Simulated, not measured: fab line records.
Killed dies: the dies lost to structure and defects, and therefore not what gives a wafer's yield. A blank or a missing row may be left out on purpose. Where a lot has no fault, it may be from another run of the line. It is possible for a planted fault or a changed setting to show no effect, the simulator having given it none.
Comparing a struck lot with a sound one    flow n5-finfet    30 out of 1938 route steps
Sound: the wafers L105.1, L105.4, L105.5. Struck: wafer L112.6 (left out: L112.4, L112.5 of the same lot, which were not struck); the cause appears at the end.
Order at every step that has rows: each side's tool, ch and its chambers, its first start. Under that, the readings that differ: sound wafers    struck wafers    difference of the means    sigmas: that difference in standard deviations of wafers without a fault.
alike: readings with means less than 2 such deviations apart, plus words and numbers identical on both sides. not compared: withheld readings, readings lacking a value on some wafer, bounds such as >300 that could conceal the same value, and numbers that have no deviation in the record and whose values overlap.
The two part at a step that has a row with sigmas, a row that says differs or no value, or rows on one side only. Non-overlapping numbers with no deviation appear without sigmas and do not part them. Lack of a reading on every wafer of one side parts them only where that side has two or more wafers.

first, 3 steps without rows for these wafers: N5_BEOL_M10_ALD_74 (deposits TaN, target thk 2 nm, pulse time 2 s, purge time 3 s); N5_BEOL_M10_SURFACE_TREAT_76; N5_BEOL_M10_CVD_75 (deposits Co from CCTBA/H2, target thk 2 nm, time 138.9 s).
N5_BEOL_M10_SPUTTER_48: material Cu, target thk 12 nm, time 2 s.
  struck on pvd-sputter-01, day 13 18:52; sound on pvd-sputter-02, day 11 06:50
  alike: throttle-valve-pct
then, 3 steps without rows for these wafers: N5_BEOL_M10_ECD_50 (material Cu, target thk 318 nm); N5_BEOL_M10_ANNEAL_51 (time 90 s); N5_BEOL_M10_CMP_52 (polishes, stops on SiCOH lowk, t overpolish 7 s, target thk 140 nm).
N5_BEOL_M10_THK_MEAS_53: measures by xrf.
  struck on film-metro-02, day 13 19:58; sound on film-metro-01, day 11 08:01
  alike: M10_THK
then, 1 step without rows for these wafers: N5_BEOL_M10_PRE_CLEAN_55 (time 15 s).
N5_BEOL_M10_DEP_56: deposits SiCN from 3MS/NH3, target thk 15 nm, time 26.5 s.
  sound on pecvd-02 ch 0,1, day 11 08:04; struck on pecvd-02 ch 1, day 13 20:03
  alike: showerhead-plenum-p-Torr, throttle-valve-pct
N5_BEOL_M10_RS_MEAS_57: a four-point-probe measurement.
  struck on film-metro-01, day 13 20:06; sound on film-metro-02, day 11 08:08
  alike: M10_RS
N5_BEOL_M10_INSPECT_58: inspects for defects (darkfield).
  struck on defect-inspect-01, day 13 20:08; sound on defect-inspect-02, day 11 08:10
  alike: raw-defect-count
N5_BEOL_M11_ILD_DEP_00: deposits SiCOH lowk from DEMS/porogen, target thk 308.51 nm, time 58 s.
  sound on pecvd-01 ch 0,1,2, day 11 08:13; struck on pecvd-01 ch 2, day 13 20:11
  alike: heater-power-w, showerhead-plenum-p-Torr, throttle-valve-pct
N5_BEOL_M11_CURE_71: cures SiCOH lowk, time 240 s.
  sound on uv-cure-01 ch 1, day 11 08:43; struck on uv-cure-02 ch 2, day 13 20:29
  alike: lamp-power-pct, wafer_temp_C_max
N5_BEOL_M11_THK_MEAS_01:
  struck on film-metro-02, day 13 20:46; sound on film-metro-02, day 11 09:13
  alike: M11_ILD_THK
N5_BEOL_M11_PECVD_70: deposits SiO2 from TEOS/O2, target thk 20 nm, time 22.7 s.
  sound on pecvd-01 ch 0,1, day 11 09:16; struck on pecvd-02 ch 0, day 13 20:49
reading                          sound           struck  difference  sigmas
showerhead-plenum-p-Torr (Torr)  8.77 8.73 8.77  8.88    +0.12       +3
  alike: heater-power-w, throttle-valve-pct
N5_BEOL_M11_HM_DEP_02: deposits TiN, target thk 20 nm.
  struck on pvd-sputter-01, day 13 21:08; sound on pvd-sputter-01, day 11 10:23
  alike: throttle-valve-pct
then, 8 steps without rows for these wafers: N5_BEOL_M11_COAT_59 (time 60 s, resist thk 100 nm); N5_BEOL_M11_COAT_60 (time 60 s, resist thk 30 nm); N5_BEOL_M11_COAT_05 (resist thk 90 nm); N5_BEOL_M11_EBR_07; N5_BEOL_M11_SOFTBAKE_06 (time 60 s); N5_BEOL_M11_EXPOSE_08 (exposes mask M11); N5_BEOL_M11_PEB_09 (peb time 60 s); N5_BEOL_M11_DEVELOP_10 (develop time 30 s).
N5_BEOL_M11_CD_MEAS_11: the cd target is 64.1 nm.
  sound on cd-sem-03 ch 0, day 11 10:47; struck on cd-sem-02 ch 0, day 13 21:31
  alike: cd-nm
N5_BEOL_M11_OVL_MEAS_12:
  sound on overlay-02 ch 0, day 11 10:49; struck on overlay-02 ch 0, day 13 21:32
  alike: M11_OVL
N5_BEOL_M11_INSPECT_13: inspects for defects (brightfield).
  struck on defect-inspect-01, day 13 21:34; sound on defect-inspect-02, day 11 10:50
reading           sound        struck  difference  sigmas
raw-defect-count  421 338 347  871     +502        +6
then, 1 step without rows for these wafers: N5_BEOL_M11_DESCUM_16 (chemistry O2, time 7.9 s).
N5_PASSIVATION_PROBE_49:
  rows exist in the record for the struck wafers here (prober-02, day 15 20:52), but not for the sound ones

== WHERE THEY PART ==
Last at N5_PASSIVATION_PROBE_49 as far as this record goes, first at N5_BEOL_M11_PECVD_70.

WHY: what the simulator had put in
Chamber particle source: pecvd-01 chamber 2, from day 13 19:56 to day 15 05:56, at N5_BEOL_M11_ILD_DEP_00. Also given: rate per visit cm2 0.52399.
